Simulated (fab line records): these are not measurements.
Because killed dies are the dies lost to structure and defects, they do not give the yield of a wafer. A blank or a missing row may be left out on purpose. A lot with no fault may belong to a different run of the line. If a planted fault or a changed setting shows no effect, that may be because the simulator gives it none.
A struck lot beside a sound one	flow n5Finfet	38 out of 1938 route steps
Sound: these wafers, L841.3, L841.4, L841.6. Struck: wafer L845.4 (left out: L845.2, a lot-mate that was not struck); the cause follows at the end.
Order at every step that has rows: each side's tool, ch and its chambers, its first start. Under that, the readings that differ: sound wafers	struck wafers	difference of the means	sigmas: that difference in standard deviations of wafers without a fault.
alike: readings with means less than 2 such deviations apart, plus words and numbers identical on both sides. not compared: withheld readings, readings lacking a value on some wafer, bounds such as >300 that could conceal the same value, and numbers that have no deviation in the record and whose values overlap.
The two part at a step that has a row with sigmas, a row that says differs or no value, or rows on one side only. Numbers that don't overlap but have no deviation are shown without sigmas and don't part them. Lack of a reading on every wafer of one side parts them only where that side has two or more wafers.

first, 8 steps without rows for these wafers: N5_BEOL_M1_ECD_50 (material Cu, target thk 300 nm); N5_BEOL_M1_ANNEAL_51 (time 90 s); N5_BEOL_M1_CMP_52 (polishes, stops on SiOC, t overpolish 6.8 s, target thk 40 nm); N5_BEOL_M1_PRE_CLEAN_60 (time 15 s); N5_BEOL_M1_CO_CAP_55 (material Co, precursor CCTBA/H2, target thk 2 nm, time 102.1 s); N5_BEOL_M1_PRE_CLEAN_56 (time 15 s); N5_BEOL_M1_DEP_57 (deposits SiCN from 3MS/NH3, target thk 8 nm, time 14 s); N5_BEOL_M2_ILD_DEP_00 (deposits SiOC from DEMS/O2, target thk 79 nm, time 15.3 s).
N5_BEOL_M2_PECVD_72: deposits SiO2 from TEOS/O2, target thk 16 nm, time 18 s.
  sound on pecvd-01 ch 0,1,2, day 10 02:27; struck on pecvd-04 ch 2, day 11 07:28
reading	sound	struck	difference	sigmas
model.SiO2_of_BEOL_M2_PECVD_72.thkNm (nm)	16 16.4 16.2	6	-10	
  alike: heaterPowerOuterW, heaterPowerW, showerheadPlenumPTorr, showerheadVppV, throttleValvePct
then, 25 steps without rows for these wafers: N5_BEOL_M2_HM_DEP_02 (deposits TiN, target thk 20 nm); N5_BEOL_M2_COAT_61 (time 60 s, resist thk 60 nm); N5_BEOL_M2_COAT_62 (time 60 s, resist thk 12 nm); N5_BEOL_M2_COAT_73 (time 60 s, resist thk 5 nm); N5_BEOL_M2_COAT_05 (resist thk 30 nm); N5_BEOL_M2_EBR_07; N5_BEOL_M2_SOFTBAKE_06 (time 60 s); N5_BEOL_M2_EXPOSE_08 (exposes mask M2); N5_BEOL_M2_PEB_09 (peb time 60 s); N5_BEOL_M2_DEVELOP_10 (develop time 30 s); N5_BEOL_M2_DESCUM_16 (chemistry O2, time 7 s); N5_BEOL_M2_ETCH_74 (etches underlayer in N2/H2, target depth 6.5 nm, time 5.2 s); N5_BEOL_M2_ETCH_63 (etches SiARC in CF4, target depth 15.6 nm, time 26 s); N5_BEOL_M2_ETCH_64 (etches SOC in N2/H2, target depth 75 nm, overetch 22.5 nm, time 121.9 s); N5_BEOL_M2_STRIP_65 (strips in N2/H2); N5_BEOL_M2_STRIP_75 (strips in N2/H2); N5_BEOL_M2_STRIP_66 (strips in CF4); N5_BEOL_M2_HM_OPEN_17 (chemistry Cl2/BCl3, target TiN, target depth 20 nm, overetch 6 nm); N5_BEOL_M2_STRIP_19 (strips in O2); N5_BEOL_M2_COAT_67 (time 60 s, resist thk 60 nm); N5_BEOL_M2_COAT_68 (time 60 s, resist thk 12 nm); N5_BEOL_M2_COAT_76 (time 60 s, resist thk 5 nm); N5_BEOL_M2_COAT_22 (resist thk 30 nm); N5_BEOL_M2_EBR_24; N5_BEOL_M2_SOFTBAKE_23 (time 60 s).
N5_BEOL_M2_HM_STRIP_39: strips TiN in peroxide tin strip, target depth 25 nm, time 158 s.
  sound on wetBench-01 ch 0,1,7, day 10 14:19; struck on wetBench-04 ch 5, day 11 10:08
reading	sound	struck	difference	sigmas
model.SiO2_of_BEOL_M2_PECVD_72.thkNm (nm)	16 16.2 16.2	6	-10	
  alike: bathGuardTempC
N5_BEOL_M2_CMP_52: polishes, stops on SiOC, t overpolish 6.8 s, target thk 40 nm.
  sound on cmp-03 ch 2,3, day 10 19:55; struck on cmp-01 ch 1, day 11 13:35
reading	sound	struck	difference	sigmas
barrierFieldEndpointS (s)	23.5 25.6 23.8	12.4	-11.9	-14
  alike: edgeZonePressureFrac, motorCurrentA
N5_BEOL_M4_RC_MEAS_101:
  sound on prober-01 ch 0, day 11 17:09; struck on prober-02 ch 0, day 12 21:17
reading	sound	struck	difference	sigmas
ION_P (uA/um)	466 472 451	487	+24	+2
VT_P (mV)	-255 -255 -257	-246	+10	+2
  alike: DIBL_N, DIBL_P, IOFF_N, IOFF_P, ION_N, SS_N, SS_P, VT_N
-- a jump in the record: the struck wafers' starts before and after are 4 days apart (it breaks off in module BEOL_M4 and resumes in module PASSIVATION, where the first step shown is number 1936 of the route) --
N5_PASSIVATION_PROBE_49:
  struck on prober-02, day 17 08:55; sound on prober-01, day 15 20:45
  alike: defectLimitedYield, killed_at_M0_to_M3, killed_at_M4_up, killedAtContacts, killedAtFrontEnd, killedAtOther, killedDies, killedOpen, killedShort, sort_bin_5_function, sort_bin_6_memory, sort_bin_8_speed, sortNPass, sortYieldPct

== WHERE THEY PART ==
First at N5_BEOL_M2_CMP_52; last, within this record, at N5_BEOL_M4_RC_MEAS_101. Later steps at which nothing parts them and some readings are alike: N5_PASSIVATION_PROBE_49.

WHY: what had been put in by the simulator
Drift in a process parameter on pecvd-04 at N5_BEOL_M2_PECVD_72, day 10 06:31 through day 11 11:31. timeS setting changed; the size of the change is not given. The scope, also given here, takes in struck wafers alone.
